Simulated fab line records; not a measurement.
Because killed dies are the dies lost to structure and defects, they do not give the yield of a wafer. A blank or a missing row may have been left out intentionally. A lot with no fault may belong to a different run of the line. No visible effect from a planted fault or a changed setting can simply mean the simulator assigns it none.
Comparing a struck lot with a sound one -- flow nand-harc -- 13 steps out of a route of 1302
Sound: these wafers, L582.1, L582.2, L582.3. Struck: wafers L574.2, L574.4. (L574.5 of the same lot was not struck and is left out.) The cause comes at the end.
At each step with rows: each side's tool, then ch and its chambers, then its first start. Under that, the readings that differ: sound wafers -- struck wafers -- difference of the means -- sigmas: that difference in standard deviations of wafers without a fault.
alike: words and numbers the same on both sides, and readings whose means are apart by under 2 such deviations; not compared: readings that were withheld, readings missing a value for some wafer, numbers with overlapping values and no deviation given by the record, and bounds like >300 which may hide the same value.
Wherever a step has rows on one side only, a row that says differs or no value, or a row with sigmas, the two part there. Numbers that don't overlap but have no deviation are shown without sigmas and don't part them. A reading that every wafer of one side lacks parts them only if that side has two wafers or more.

NHARC_A_SLIT_ETCH_29: etches the open film in CF4/O2, target depth 100 nm, overetch 10 nm, time 55 s.
  sound on rie-diel-03 ch 0,1,3, day 28 05:53; struck on rie-diel-07 ch 2, day 24 15:07
reading,sound,struck,difference,sigmas
drypump-motor-current-A (A),5.7 6.2 5.8,4.9 4.9,-1.0,-2
  alike: bias-w, oes-product-au, rf-vpp-V, showerhead-plenum-p-Torr, throttle-valve-pct
  not compared: rf-hours-counter-h
NHARC_A_SLIT_STRIP_18: strips in O2.
  sound: rie-diel-03 ch 0,1,3; struck: rie-diel-07 ch 0,2
reading,sound,struck,difference,sigmas
drypump-motor-current-A (A),5.8 5.7 6.2,4.9 4.9,-1.0,-2
  alike: oes-product-au, rf-vpp-V, showerhead-plenum-p-Torr, throttle-valve-pct
  not compared: rf-hours-counter-h
then, 2 steps without rows for these wafers: NHARC_A_SLIT_PRECLEAN_19 (cleans in SC1); NHARC_A_SLIT_SRD_20.
NHARC_A_SLIT_CD_MEAS_21:
  struck on cd-sem-03, day 24 15:43; sound on cd-sem-03, day 28 06:25
reading,sound,struck,difference,sigmas
cd-nm (nm),289.0 288.1 288.1,290.8 289.4,+1.7,+2
then, 3 steps without rows for these wafers: NHARC_A_SIN_REMOVE_WET_00 (chemistry H3PO4, time 15300 s); NHARC_A_SIN_REMOVE_PRECLEAN_01 (cleans in SC1); NHARC_A_SIN_REMOVE_SRD_02.
NHARC_A_SIN_REMOVE_INSPECT_04:
  struck on defect-inspect-02, day 24 21:24; sound on defect-inspect-01, day 28 12:14
  alike: raw-defect-count
NHARC_A_WL_FILL_ALD_00: deposits Al2O3, target thk 3 nm, pulse time 3 s, ald cycles 30.
  sound on ald-hk-04 ch 0,1,3, day 28 16:36; struck on ald-hk-03 ch 1,3, day 24 21:29
reading,sound,struck,difference,sigmas
precursor-pulse-height-rel,1.034 0.997 1.020,0.985 0.966,-0.041,-2
  alike: heater-power-w
  not compared: ald-cycles
NHARC_A_WL_FILL_RTA_01: time 5 s.
  sound on rtp-anneal-02 ch 0, day 28 16:53; struck on rtp-anneal-01 ch 0, day 24 21:45
reading,sound,struck,difference,sigmas
lamp-power-pct (%),37 37 37,27 26,-10,-2
  alike: wafer_temp_C_max
NHARC_A_WL_FILL_ALD_02: deposits TiN, target thk 2 nm, pulse time 3 s, ald cycles 100.
  sound on ald-metal-03 ch 0,1,3, day 28 17:10; struck on ald-metal-04 ch 0,2, day 24 21:58
reading,sound,struck,difference,sigmas
ald-cycles,100 100 100,128 128,+28,
heater-power-w (W),1034 968 1062,1151 1309,+209,+2
  alike: precursor-pulse-height-rel
-- record jumps: 4 days between struck wafers' starts before vs after; left off in module A_WL_FILL, resumes in module END, first step shown is number 1302 of the route --
NHARC_END_SORT_01:
  sound on prober-01 ch 0, day 32 17:33; struck on prober-01 ch 0, day 28 17:38
reading,sound,struck,difference,sigmas
killed-short,0 1 2,2 7,+4,+2
  alike: killed-at-array, killed-at-other, killed-at-periphery, killed-dies, killed-open

## WHERE THEY PART
At NHARC_A_SLIT_ETCH_29 first; at NHARC_END_SORT_01 last (within this record only).

WHY: the cause the simulator had injected
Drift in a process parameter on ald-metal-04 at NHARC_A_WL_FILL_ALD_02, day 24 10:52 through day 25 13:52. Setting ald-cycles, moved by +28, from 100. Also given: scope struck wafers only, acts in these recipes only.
